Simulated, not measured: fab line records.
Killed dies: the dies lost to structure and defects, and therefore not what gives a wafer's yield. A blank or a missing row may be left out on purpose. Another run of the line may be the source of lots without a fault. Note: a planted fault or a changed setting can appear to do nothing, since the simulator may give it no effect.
fab line records    flow nand-harc    part 1 of 2: steps 1 to 27 of 39
[record] lots = 5  wafers = 15  last-day = 33
route steps=1302 shown A_CHANNEL_FILL_D1@504 A_DECK1_JOINT@518 A_ONON_D2@545
lots untouched by any fault: they come from a run of this same line in which no faults occurred
start-h: hours from the record's opening day to when the first of the lot's shown wafers began    wait-h: hours since the lot's step before    " unchanged from the row above    L1.1+2: one row covering several wafers at once    - either no value or no given start    * or withheld: withheld    < > ~ a bound
route shown NAME@n: NAME is a module with steps in the file, n the number in the route of the first one    usual: average and standard deviation across the fault-free wafers    same: alike in all rows    chamber/n: place in a boat    sites: each site's reading    _std_site: how widely they spread, as a standard deviation    _edge_site: the outer-site mean with the inner-site mean subtracted    radius-mm: for every site, how far away it sits from the centre of the wafer    mask NAME#n: copy n    behind: the most recent tool/chamber to have shaped the wafer    hold: what put the lot on hold/how long, in hours/how the hold closed    device: the n, p or np transistor that did not switch    end of line: the same wafers' tests at the end of the route    where a step has no rows: the recipe by itself    killed: count of dies lost to structure and defects at first sort (not the wafer's yield)    map: the dies of a wafer, with x for killed, . for not killed, _ for no die there
set.NAME: setting as actually run; set.NAME@STEP: the setting as run at that earlier step    model.NAME: the simulator's own value behind a step, which no gauge read
certain route steps with their lots: each step a table, each wafer a row
services: from which hour (start-h, from the record's first day; less than 0 if before it) a tool's chamber was out of use, for how many hours, and why
[[steps]]
[step NHARC_A_CHANNEL_FILL_D1_CVD_05]
[recipe] target-thk-a = 50  temp-c = 550  material = poly-Si
[usual] spike-tc-centre-C = 549.7/1.6  zone-power-top-pct = 14.4/1.1
lot.wafer  tool           chamber  start-h  wait-h  spike-tc-centre-C  zone-power-top-pct
L077.1     lpcvd-poly-04  0        244.52   2.3     550.5              15.0
L077.3     "              0        "        "       551.6              15.3
L077.5     "              0        "        "       551.8              15.1
L082.4     lpcvd-poly-03  0        302.70   2.3     549.3              13.0
L082.5     "              0        "        "       546.7              13.1
L082.6     "              0        "        "       548.8              13.0
L083.3     lpcvd-poly-03  0        302.70   2.2     547.7              12.9
L083.4     "              0        "        "       547.6              13.2
L083.5     "              0        "        "       548.9              13.0
L095.3     lpcvd-poly-04  0        421.93   2.3     549.7              15.2
L095.4     "              0        "        "       552.9              15.1
L095.6     "              0        "        "       550.4              15.2
L094.2     lpcvd-poly-03  0        426.62   2.3     550.5              12.8
L094.4     "              0        "        "       548.1              12.9
L094.5     "              0        "        "       546.9              13.0
[step NHARC_A_CHANNEL_FILL_D1_ANNEAL_22]
[recipe] temp-c = 620  time-s = 7200
[usual] spike-tc-centre-C = 621.0/1  zone-power-top-pct = 18.9/1
lot.wafer  tool        chamber  start-h  wait-h  spike-tc-centre-C  zone-power-top-pct
L077.1     furnace-06  0        250.51   4.2     621.9              20.6
L077.3     "           0        "        "       621.2              20.2
L077.5     "           0        "        "       621.1              20.5
L082.4     furnace-06  0        308.00   3.5     621.5              20.2
L082.5     "           0        "        "       622.3              20.2
L082.6     "           0        "        "       621.1              20.2
L083.3     furnace-06  0        308.00   3.5     621.5              20.8
L083.4     "           0        "        "       619.2              20.3
L083.5     "           0        "        "       620.3              20.3
L095.3     furnace-08  0        427.18   3.4     619.6              17.9
L095.4     "           0        "        "       621.0              17.8
L095.6     "           0        "        "       621.6              17.8
L094.2     furnace-06  0        431.89   3.5     621.0              20.7
L094.4     "           0        "        "       622.0              20.5
L094.5     "           0        "        "       621.1              20.4
[step NHARC_A_CHANNEL_FILL_D1_THK_MEAS_06]
[recipe] thk-meas-gauge = ellipsometry
[usual] thk-nm = 5.1/1
lot.wafer  tool           chamber  start-h  wait-h  thk-nm
L077.1     film-metro-01  -        254.53   0.4     6.5
L077.3     "              -        "        "       5.7
L077.5     "              -        "        "       2.9
L083.3     film-metro-02  -        311.99   0.4     5.4
L083.4     "              -        "        "       4.8
L083.5     "              -        "        "       2.8
L082.4     film-metro-01  -        311.99   0.4     5.4
L082.5     "              -        "        "       5.8
L082.6     "              -        "        "       4.6
L095.3     film-metro-02  -        431.23   0.4     6.9
L095.4     "              -        "        "       4.7
L095.6     "              -        "        "       4.2
L094.2     film-metro-02  -        435.97   0.4     4.4
L094.4     "              -        "        "       5.2
L094.5     "              -        "        "       3.9
[step NHARC_A_CHANNEL_FILL_D1_ALD_25]
[recipe] target-thk-a = 600  pulse-time-s = 10  ald-cycles = 600  temp-c = 300  material = SiOx
[usual] heater-power-w = 482/56  precursor-pulse-height-rel = 1.000/0.02
lot.wafer  tool       chamber  start-h  wait-h  heater-power-w  precursor-pulse-height-rel
L077.3     ald-hk-03  3        254.59   0.0     421             0.991
L077.1     "          0        "        "       465             0.978
L077.5     "          3        257.09   2.6     414             0.957
L083.3     ald-hk-04  2        312.66   0.7     563             0.991
L083.4     "          0        313.88   1.9     496             1.026
L083.5     "          2        315.11   3.1     575             1.023
L082.4     ald-hk-01  2        313.89   1.9     479             0.989
L082.5     "          3        "        "       464             0.954
L082.6     "          0        "        "       412             1.027
L095.3     ald-hk-01  2        432.52   1.3     483             0.992
L095.4     "          3        "        "       474             1.012
L095.6     "          1        434.37   3.1     605             0.985
L094.4     ald-hk-03  3        436.05   0.1     423             0.975
L094.2     "          1        437.28   1.3     495             0.998
L094.5     "          0        439.13   3.2     494             1.010
[step NHARC_A_CHANNEL_FILL_D1_ETCHBACK_08]
[recipe] target-depth-a = 2200  time-s = 110  c4f8-flow-sccm = 20  ar-flow-sccm = withheld  rf-w = 600  bias-w = 300  chemistry = C4F8
[usual] oes-product-au = 0.97/0.035  rf-vpp-V = 440.3/2.6
lot.wafer  tool         chamber  start-h  wait-h  oes-product-au  rf-hours-counter-h  rf-vpp-V
L077.3     rie-diel-05  1        -        -       1.00            0.3                 444.4
L077.1     "            2        "        "       0.99            0.3                 439.0
L077.5     "            1        "        "       0.99            -                   444.7
L083.3     rie-diel-13  0        -        -       0.92            6.7                 440.9
L083.4     "            1        "        "       0.93            8.3                 438.5
L083.5     "            1        "        "       0.93            -                   438.7
L082.4     rie-diel-10  2        -        -       1.00            2.8                 442.7
L082.5     "            3        "        "       1.00            -                   441.5
L082.6     "            0        "        "       1.01            -                   440.3
L095.3     rie-diel-10  3        -        -       1.00            0.1                 441.9
L095.4     "            0        "        "       1.00            0.1                 440.2
L095.6     "            3        "        "       1.00            -                   441.1
L094.2     rie-diel-10  1        -        -       1.01            0.2                 438.2
L094.4     "            2        "        "       1.00            0.2                 443.6
L094.5     "            2        "        "       1.01            -                   442.2
[step NHARC_A_CHANNEL_FILL_D1_STRIP_29]
[recipe] time-s = 20  o2-flow-sccm = 500  ar-flow-sccm = 0  bias-w = 0  chemistry = O2
[usual] drypump-motor-current-A = 5.8/0.6  oes-product-au = 0.999/0.0075  rf-vpp-V = 57.8/0.87  showerhead-plenum-p-Torr = 3.49/0.13  throttle-valve-pct = 17.036/0.0095
lot.wafer  tool         chamber  start-h  wait-h  drypump-motor-current-A  oes-product-au  rf-hours-counter-h  rf-vpp-V  showerhead-plenum-p-Torr  throttle-valve-pct
L077.1     rie-diel-05  2        -        -       5.1                      0.992           0.8                 59.0      3.43                      17.009
L077.3     "            1        "        "       5.1                      0.990           0.8                 59.3      3.76                      17.041
L077.5     "            3        "        "       5.1                      0.997           -                   58.8      3.39                      17.046
L083.4     rie-diel-13  0        -        -       6.5                      0.993           6.8                 56.3      3.41                      17.041
L083.3     "            1        "        "       5.0                      0.991           8.3                 56.7      3.37                      17.041
L083.5     "            1        "        "       5.0                      1.001           -                   57.7      3.37                      17.023
L082.4     rie-diel-10  3        -        -       6.6                      1.003           3.2                 56.5      3.58                      17.030
L082.5     "            0        "        "       6.4                      1.003           -                   58.0      3.55                      17.027
L082.6     "            1        "        "       6.5                      0.994           -                   57.8      3.37                      17.032
L095.4     rie-diel-10  2        -        -       6.0                      0.998           0.1                 57.2      3.63                      17.046
L095.3     "            3        "        "       6.6                      1.009           0.2                 59.4      3.58                      17.038
L095.6     "            2        "        "       6.0                      1.004           -                   57.8      3.63                      17.049
L094.4     rie-diel-10  1        -        -       6.5                      0.993           0.2                 57.0      3.36                      17.040
L094.2     "            2        "        "       6.0                      0.996           0.2                 58.7      3.63                      17.039
L094.5     "            1        "        "       6.5                      0.997           -                   56.8      3.36                      17.040
[step NHARC_A_CHANNEL_FILL_D1_PRECLEAN_30]
[recipe] time-s = 30  chemistry = dHF
lot.wafer   tool          chamber  start-h  wait-h
L077.1+5+3  wet-bench-09  0,1,4    261.07   -
L083.5+4+3  wet-bench-09  1,4,5    317.84   -
L082.6+4+5  wet-bench-05  1,2,4    317.85   -
L095.3+6+4  wet-bench-09  4,7,0    437.09   -
L094.2+5+4  wet-bench-09  4,5,0    441.86   -
[step NHARC_A_CHANNEL_FILL_D1_SRD_31]
lot.wafer   tool          chamber  start-h  wait-h
L077.1+5+3  wet-bench-09  0,1,4    261.10   0.0
L083.5+4+3  wet-bench-09  1,4,5    317.86   0.0
L082.6+4+5  wet-bench-05  1,2,4    317.87   0.0
L095.3+6+4  wet-bench-09  4,7,0    437.12   0.0
L094.2+5+4  wet-bench-09  4,5,0    441.89   0.0
[step NHARC_A_CHANNEL_FILL_D1_CVD_09]
[recipe] target-thk-a = 1500  temp-c = 620  pressure-mtorr = 200  time-s = 3000  material = poly-Si
[usual] spike-tc-centre-C = 620.2/1.3  zone-power-top-pct = 17.7/0.96
lot.wafer  tool           chamber  start-h  wait-h  spike-tc-centre-C  zone-power-top-pct
L077.1     lpcvd-poly-04  0        264.41   3.3     622.2              17.7
L077.3     "              0        "        "       619.8              17.8
L077.5     "              0        "        "       622.1              17.7
L082.4     lpcvd-poly-04  0        320.20   2.3     619.9              17.6
L082.5     "              0        "        "       622.6              17.5
L082.6     "              0        "        "       620.5              17.5
L083.3     lpcvd-poly-04  0        320.20   2.3     621.9              18.0
L083.4     "              0        "        "       618.7              17.9
L083.5     "              0        "        "       620.7              17.8
L095.3     lpcvd-poly-04  0        439.46   2.3     622.5              17.8
L095.4     "              0        "        "       619.8              17.6
L095.6     "              0        "        "       620.1              17.8
L094.2     lpcvd-poly-01  0        444.34   2.5     619.9              18.5
L094.4     "              0        "        "       621.8              18.1
L094.5     "              0        "        "       620.1              18.4
[step NHARC_A_CHANNEL_FILL_D1_CMP_10]
[recipe] target-thk-nm = 150
[usual] motor-current-A = 12.3/1  time-to-endpoint-s = 14.9/2.1
lot.wafer  tool    chamber  start-h  wait-h  motor-current-A  time-to-endpoint-s
L077.3     cmp-01  2        267.58   0.4     13.5             16.0
L077.1     "       1        "        "       11.6             17.1
L077.5     "       2        "        "       12.9             15.3
L083.3     cmp-04  2        323.40   0.4     11.9             17.2
L083.4     "       1        "        "       12.7             15.2
L083.5     "       2        "        "       12.3             15.1
L082.4     cmp-01  1        323.47   0.4     11.7             13.9
L082.6     "       2        "        "       13.5             14.0
L082.5     "       3        "        "       10.2             10.7
L095.3     cmp-04  1        442.72   0.4     12.9             14.0
L095.4     "       2        "        "       12.6             17.4
L095.6     "       3        "        "       11.7             15.3
L094.2     cmp-04  1        447.54   0.4     12.9             15.1
L094.4     "       3        "        "       11.2             14.8
L094.5     "       0        "        "       13.5             16.3
[step NHARC_A_CHANNEL_FILL_D1_SRD_12]
lot.wafer   tool          chamber  start-h  wait-h
L077.1+5+3  wet-bench-09  1,2,6    267.89   0.0
L083.3+4+5  wet-bench-09  1,4,5    323.69   0.0
L082.4+5+6  wet-bench-01  3,5,7    323.70   0.0
L095.4+3+6  wet-bench-09  1,2,5    442.97   0.0
L094.2+4+5  wet-bench-01  7,2,3    447.81   0.0
[step NHARC_A_CHANNEL_FILL_D1_INSPECT_13]
[usual] raw-defect-count = 333/130
lot.wafer  tool               chamber  start-h  wait-h  raw-defect-count
L077.1     defect-inspect-02  -        268.00   0.0     251
L077.3     "                  -        "        "       145
L077.5     "                  -        "        "       117
L082.4     defect-inspect-01  -        323.81   0.0     372
L082.5     "                  -        "        "       227
L082.6     "                  -        "        "       713
L083.3     defect-inspect-02  -        323.81   0.0     442
L083.4     "                  -        "        "       225
L083.5     "                  -        "        "       637
L095.3     defect-inspect-02  -        443.09   0.0     465
L095.4     "                  -        "        "       351
L095.6     "                  -        "        "       301
L094.2     defect-inspect-02  -        447.93   0.0     256
L094.4     "                  -        "        "       235
L094.5     "                  -        "        "       273
[step NHARC_A_DECK1_JOINT_ETCHBACK_07]
[recipe] target-depth-a = 1050  time-s = 26.9  hbr-flow-sccm = 150  rf-w = 350  icp-w = 350  bias-w = 60  chemistry = HBr
[usual] drypump-motor-current-A = 5.6/0.42  oes-product-au = 1.001/0.0082  throttle-valve-pct = 23.266/0.009
lot.wafer  tool       chamber  start-h  wait-h  drypump-motor-current-A  oes-product-au  rf-hours-counter-h  throttle-valve-pct
L077.1     rie-si-05  2        268.08   0.1     5.5                      1.004           0.7                 23.264
L077.3     "          0        "        "       5.4                      1.004           0.8                 23.271
L077.5     "          1        "        "       5.4                      1.013           -                   23.262
L083.4     rie-si-05  1        323.87   0.1     5.4                      0.996           0.0                 23.259
L083.3     "          3        "        "       5.4                      1.002           0.0                 23.271
L083.5     "          1        "        "       5.4                      1.000           -                   23.265
L082.4     rie-si-04  3        323.91   0.1     5.0                      1.008           1.0                 23.264
L082.5     "          0        "        "       5.9                      0.998           -                   23.259
L082.6     "          1        "        "       4.8                      1.010           -                   23.254
L095.4     rie-si-03  3        443.15   0.1     6.1                      1.000           0.2                 23.280
L095.3     "          1        "        "       6.2                      0.999           0.2                 23.277
L095.6     "          3        "        "       6.1                      1.007           -                   23.269
L094.4     rie-si-04  2        448.00   0.1     5.9                      1.005           0.6                 23.265
L094.2     "          0        "        "       5.9                      1.008           0.6                 23.253
L094.5     "          1        "        "       4.8                      1.024           -                   23.275
[step NHARC_A_DECK1_JOINT_ETCH_25]
[recipe] target-depth-a = 5  chemistry = dHF  material = SiO2
lot.wafer   tool          chamber  start-h  wait-h
L077.1+5+3  wet-bench-02  4,7,0    268.22   0.1
L082.4+5+6  wet-bench-06  4,5,6    324.02   0.1
L083.5+3+4  wet-bench-02  5,6,7    324.03   0.1
L095.3+6+4  wet-bench-02  4,5,0    443.29   0.1
L094.5+4+2  wet-bench-04  7,0,2    448.13   0.1
[step NHARC_A_DECK1_JOINT_ETCH_19]
[recipe] temp-c = 25  target-depth-a = 30  chemistry = TMAH  material = poly-Si
lot.wafer   tool          chamber  start-h  wait-h
L077.1+5+3  wet-bench-02  4,7,0    268.30   0.1
L082.4+5+6  wet-bench-06  4,5,6    324.05   0.0
L083.5+3+4  wet-bench-02  5,6,7    324.07   0.0
L095.3+6+4  wet-bench-02  4,5,0    443.33   0.0
L094.5+4+2  wet-bench-04  7,0,2    448.17   0.0
[step NHARC_A_DECK1_JOINT_ETCH_18]
[recipe] target-depth-a = 30  chemistry = dHF  material = SiO2
lot.wafer   tool          chamber  start-h  wait-h
L077.1+5+3  wet-bench-02  4,7,0    -        -
L083.5+3+4  wet-bench-02  5,6,7    -        -
L082.4+5+6  wet-bench-06  4,5,6    -        -
L095.3+6+4  wet-bench-02  4,5,0    -        -
L094.5+4+2  wet-bench-04  7,0,2    -        -
[step NHARC_A_DECK1_JOINT_WET_08]
[recipe] temp-c = 160  time-s = 86  chemistry = H3PO4
lot.wafer   tool          chamber  start-h  wait-h
L077.1+3+5  wet-h3po4-02  0        270.15   -
L082.4+5+6  wet-h3po4-01  0        325.85   -
L083.3+4+5  wet-h3po4-01  0        325.85   -
L095.3+4+6  wet-h3po4-02  0        445.13   -
L094.2+4+5  wet-h3po4-01  1        451.20   -
[step NHARC_A_DECK1_JOINT_ETCH_09]
[recipe] target-depth-a = 50  chemistry = dHF  material = SiO2
lot.wafer   tool          chamber  start-h  wait-h
L077.5+3+1  wet-bench-06  3,7,0    270.70   0.0
L082.4+6+5  wet-bench-02  0,1,2    326.40   0.0
L083.4+5+3  wet-bench-04  1,2,5    326.40   0.0
L095.6+3+4  wet-bench-06  6,0,1    445.70   0.0
L094.2+4+5  wet-bench-06  6,0,1    451.76   0.0
[step NHARC_A_DECK1_JOINT_WET_10]
[recipe] temp-c = 160  time-s = 86  chemistry = H3PO4
lot.wafer   tool          chamber  start-h  wait-h
L077.1+3+5  wet-h3po4-01  1        274.34   3.6
L082.4+5+6  wet-h3po4-01  0        328.09   1.7
L083.3+4+5  wet-h3po4-01  1        328.09   1.7
L095.3+4+6  wet-h3po4-02  0        447.40   1.7
L094.2+4+5  wet-h3po4-01  1        453.44   1.7
[step NHARC_A_DECK1_JOINT_ETCH_11]
[recipe] target-depth-a = 350  chemistry = dHF  material = SiO2
lot.wafer   tool          chamber  start-h  wait-h
L077.3+5+1  wet-bench-04  3,4,6    274.94   0.1
L082.6+4+5  wet-bench-04  6,7,2    328.67   0.0
L083.3+4+5  wet-bench-02  1,2,3    328.69   0.1
L095.3+6+4  wet-bench-06  1,2,3    447.97   0.0
L094.5+4+2  wet-bench-04  5,0,1    453.97   0.0
[step NHARC_A_DECK1_JOINT_CVD_12]
[recipe] target-thk-a = 900  temp-c = 620  pressure-mtorr = 200  time-s = 1800  material = poly-Si
[usual] spike-tc-centre-C = 620.3/1.4  zone-power-top-pct = 17.8/1.2
lot.wafer  tool           chamber  start-h  wait-h  spike-tc-centre-C  zone-power-top-pct
L077.1     lpcvd-poly-02  0        277.55   2.5     620.2              18.2
L077.3     "              0        "        "       619.4              18.6
L077.5     "              0        "        "       620.1              18.2
L082.4     lpcvd-poly-01  0        331.32   2.6     620.5              18.4
L082.5     "              0        "        "       620.6              17.8
L082.6     "              0        "        "       619.7              18.4
L083.3     lpcvd-poly-01  0        331.32   2.6     620.6              18.5
L083.4     "              0        "        "       620.8              18.4
L083.5     "              0        "        "       619.1              18.1
L095.3     lpcvd-poly-02  0        450.60   2.6     621.7              17.9
L095.4     "              0        "        "       620.4              18.5
L095.6     "              0        "        "       619.9              18.1
L094.2     lpcvd-poly-01  0        456.65   2.6     619.0              18.0
L094.4     "              0        "        "       617.7              18.3
L094.5     "              0        "        "       620.2              18.1
[step NHARC_A_DECK1_JOINT_CMP_13]
[recipe] target-thk-nm = 51.023
[usual] motor-current-A = 12.4/1.4  time-to-endpoint-s = 9.4/1.8
lot.wafer  tool    chamber  start-h  wait-h  motor-current-A  time-to-endpoint-s
L077.1     cmp-02  2        280.38   0.4     14.2             13.4
L077.3     "       1        "        "       11.1             8.3
L077.5     "       2        "        "       13.9             8.6
L082.4     cmp-03  3        334.14   0.4     11.4             7.4
L082.6     "       3        "        "       10.8             8.9
L082.5     "       0        "        "       12.5             8.5
L083.3     cmp-01  1        334.17   0.4     12.0             6.0
L083.4     "       2        "        "       13.9             7.7
L083.5     "       1        "        "       11.9             9.8
L095.4     cmp-03  3        453.47   0.4     11.0             11.0
L095.3     "       0        "        "       12.8             9.6
L095.6     "       2        "        "       14.2             12.0
L094.2     cmp-03  3        459.56   0.4     10.2             10.5
L094.4     "       0        "        "       12.4             7.6
L094.5     "       2        "        "       15.5             10.8
[step NHARC_A_DECK1_JOINT_THK_MEAS_14]
[recipe] thk-meas-gauge = ellipsometry
[usual] thk-nm = 51.1/1.4
lot.wafer  tool           chamber  start-h  wait-h  thk-nm
L077.1     film-metro-02  -        280.64   0.2     50.7
L077.3     "              -        "        "       50.8
L077.5     "              -        "        "       49.8
L082.4     film-metro-02  -        334.40   0.2     50.6
L082.5     "              -        "        "       51.3
L082.6     "              -        "        "       50.7
L083.3     film-metro-01  -        334.40   0.2     48.4
L083.4     "              -        "        "       52.1
L083.5     "              -        "        "       50.5
L095.3     film-metro-01  -        453.70   0.2     50.0
L095.4     "              -        "        "       49.3
L095.6     "              -        "        "       50.3
L094.2     film-metro-01  -        459.77   0.2     51.5
L094.4     "              -        "        "       51.5
L094.5     "              -        "        "       50.8
[step NHARC_A_DECK1_JOINT_SRD_04]
lot.wafer   tool          chamber  start-h  wait-h
L077.5+1+3  wet-bench-06  3,4,6    280.68   0.0
L082.4+6+5  wet-bench-02  5,6,7    334.44   0.0
L083.5+3+4  wet-bench-06  4,6,7    334.44   0.0
L095.4+6+3  wet-bench-06  5,6,7    453.74   0.0
L094.2+5+4  wet-bench-02  6,7,0    459.82   0.0
[step NHARC_A_DECK1_JOINT_ETCHBACK_00]
[recipe] target-depth-a = 300  time-s = 17.4  hbr-flow-sccm = 150  rf-w = 350  icp-w = 350  bias-w = 60  chemistry = HBr
[usual] drypump-motor-current-A = 5.6/0.43  oes-product-au = 1.003/0.0071  throttle-valve-pct = 23.266/0.01
lot.wafer  tool       chamber  start-h  wait-h  drypump-motor-current-A  oes-product-au  rf-hours-counter-h  throttle-valve-pct
L077.3     rie-si-03  0        280.77   0.1     5.6                      0.987           0.4                 23.253
L077.1     "          1        "        "       6.2                      0.990           0.4                 23.248
L077.5     "          0        "        "       5.6                      0.999           -                   23.276
L082.4     rie-si-05  2        334.53   0.1     5.5                      1.011           0.1                 23.273
L082.6     "          1        "        "       5.4                      1.001           -                   23.294
L082.5     "          2        "        "       5.5                      1.007           -                   23.258
L083.3     rie-si-04  1        334.54   0.1     4.8                      1.007           1.3                 23.259
L083.4     "          2        "        "       5.9                      0.998           1.2                 23.272
L083.5     "          0        "        "       5.9                      0.998           -                   23.278
L095.3     rie-si-04  0        453.84   0.1     5.9                      1.002           0.6                 23.253
L095.4     "          1        "        "       4.8                      1.004           0.6                 23.286
L095.6     "          0        "        "       5.9                      1.006           -                   23.270
L094.4     rie-si-04  2        459.92   0.1     5.8                      0.996           0.6                 23.260
L094.2     "          3        "        "       5.0                      1.004           0.6                 23.259
L094.5     "          2        "        "       5.8                      0.997           -                   23.262
[step NHARC_A_DECK1_JOINT_PRECLEAN_30]
[recipe] time-s = *  temp-c = 50  bath-age-min = 0  chemistry = SC1
[same] bath-age-min = 0
lot.wafer   tool          chamber  start-h  wait-h
L077.3+1+5  wet-bench-06  2,3,4    280.95   0.2
L082.6+5+4  wet-bench-04  0,2,4    334.67   0.1
L083.5+3+4  wet-bench-06  2,4,5    334.68   0.1
L095.3+6+4  wet-bench-06  3,5,6    453.97   0.1
L094.5+2+4  wet-bench-06  3,4,7    460.05   0.1
[step NHARC_A_DECK1_JOINT_SRD_31]
lot.wafer   tool          chamber  start-h  wait-h
L077.3+1+5  wet-bench-06  2,3,4    -        -
L082.6+5+4  wet-bench-04  0,2,4    -        -
L083.5+3+4  wet-bench-06  2,4,5    -        -
L095.3+6+4  wet-bench-06  3,5,6    -        -
L094.5+2+4  wet-bench-06  3,4,7    -        -
